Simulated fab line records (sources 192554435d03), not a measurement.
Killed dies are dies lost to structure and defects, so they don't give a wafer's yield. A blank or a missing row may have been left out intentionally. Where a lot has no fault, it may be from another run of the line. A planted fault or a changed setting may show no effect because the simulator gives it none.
Matching of chambers | flow n5Finfet | N5_BEOL_M4_DEP_57 on pecvd-03 has 3 sister chambers
The step deposits SiCN from 3MS/NH3, target thk 8 nm, time 14 s. 3 wafers are shown with their chamber, then 7 later ones without.

## WAFERS WITH THEIR CHAMBER
wafer  | chamber | throttleValvePct (%)
L083.6 | 1       | 9.2
L085.1 | 2       | 8.7
L085.2 | 0       | 9.2

## WAFERS WITH NO CHAMBER GIVEN
wafer  | throttleValvePct (%)
L085.3 | 9.3
L085.4 | 9.2
L085.5 | 8.6
L085.6 | 9.1
L088.1 | 9.2
L088.3 | 9.1
L088.4 | 9.3

## CHAMBER TAKEN BY EACH
wafer  | from the rows above     | in truth
L085.3 | can't be placed: 0 or 1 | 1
L085.4 | can't be placed: 0 or 1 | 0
L085.5 | 2                       | 2
L085.6 | can't be placed: 0 or 1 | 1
L088.1 | can't be placed: 0 or 1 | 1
L088.3 | can't be placed: 0 or 1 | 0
L088.4 | can't be placed: 0 or 1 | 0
Correctly placed: 1 of 7. From these rows, 6 cannot be placed; in 6 the true chamber is one of the candidates. Placed wrongly: 0.
How it was worked out, from the rows above alone: a wafer's distance from a chamber is the root of the sum, over the readings, of the square of ((its reading less the chamber's mean) divided by the reading's scatter). The wafer belongs to the nearest chamber; if the next one is less than 2 further off, it can't be placed. A chamber's mean is the mean of its shown wafers. The scatter: root of mean squared gap, hidden wafer to nearest shown wafer, with one shown wafer a chamber.
